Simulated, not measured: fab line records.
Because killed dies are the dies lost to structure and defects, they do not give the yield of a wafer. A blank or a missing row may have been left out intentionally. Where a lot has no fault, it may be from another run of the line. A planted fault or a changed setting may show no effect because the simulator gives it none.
2 desks, one fault	flow n5Finfet	what lay behind the numbers comes last; until then each desk has only its own

== THE METROLOGY DESK ==
Means of the sampled wafers that have a number, per lot and without regard to the tool the lot ran on: this is what the gauges read. If a lot's mean is further than 4 standard deviations from the usual mean, the lot is out of limits and carries the mark OUT (the distance appears in the brackets). It has 11 readings, of which 7 appear: the earliest out of limits, and the ones furthest out on some lot.
Columns: A = cdNm at N5_HKMG_FIN_CD_MEAS_49, usual 202.4 nm; B = DIBL_N at N5_BEOL_M4_RC_MEAS_101, usual 36.0 mV/V; C = IOFF_N at N5_BEOL_M4_RC_MEAS_101, usual 0.156 nA/um; D = ION_N at N5_BEOL_M4_RC_MEAS_101, usual 673 uA/um; E = ION_P at N5_BEOL_M4_RC_MEAS_101, usual 463 uA/um; F = SS_P at N5_BEOL_M4_RC_MEAS_101, usual 73.3 mV/dec; G = VT_P at N5_BEOL_M4_RC_MEAS_101, usual -250 mV
lot	first seen here	A	B	C	D	E	F	G
L356	day 4 02:46	203.1	34.0	0.132	665	463	73.0	-251
L360	day 5 04:04	202.4	35.7	0.154	670	466	73.0	-247
L361	day 5 09:23	202.4	36.0	0.141	664	461	73.2	-250
L364	day 6 02:11	201.3	36.3	0.161	674	463	73.8	-249
L365	day 6 06:14	202.4	36.7	0.165	683	465	73.7	-253
L368	day 7 06:22	205.5 (+5.2) OUT	34.9	0.164	682	474	73.0	-246
L375	day 8 17:49	202.2	34.9	0.129	664	460	72.7	-251
L376	day 9 00:26	202.5	38.0	0.196	684	463	74.0	-251
L378	day 9 13:27	203.2	35.7	0.146	677	462	72.8	-254
L379	day 9 16:41	203.0	36.4	0.172	686	465	73.2	-251
This desk's verdict: out of limits on L368, starting with L368 at day 7 06:22 (cdNm at N5_HKMG_FIN_CD_MEAS_49). L356, L360, L361, L364, L365, L375, L376, L378, L379: within limits.

== THE DEFECT DESK ==
Per lot, the means of the sampled wafers with a number show what the inspections along the route counted. If a lot's mean is further than 4 standard deviations from the usual mean, the lot is out of limits and carries the mark OUT (the distance appears in the brackets).
Columns: A = rawDefectCount at N5_SDB_INSPECT_13, usual 76
lot	first seen here	A
L356	day 3 21:28	122
L360	day 4 21:53	101
L361	day 5 03:40	99
L364	day 5 20:38	48
L365	day 5 23:44	78
L368	day 7 00:26	63
L375	day 8 12:22	134
L376	day 8 18:46	69
L378	day 9 08:00	36
L379	day 9 11:06	63
Result from this desk: across the 10 lots, nothing is out of limits.

== ALL TOGETHER ==
At day 7 06:22 the metrology desk could have sounded an alarm, on L368.
No out-of-limits result turned up at the defect desk.
The defect desk has L368 on record, within its limits.
All the named lots went through N5_HKMG_FIN_PEB_47 on lithoTrack-05.

== WHAT THE SIMULATOR PUT IN ==
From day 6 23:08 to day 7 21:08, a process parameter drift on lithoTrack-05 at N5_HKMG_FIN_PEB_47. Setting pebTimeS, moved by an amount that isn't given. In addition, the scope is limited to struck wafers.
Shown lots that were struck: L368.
Delay in hours, fault start to first out-of-limits reading, per desk: metrology desk 7.
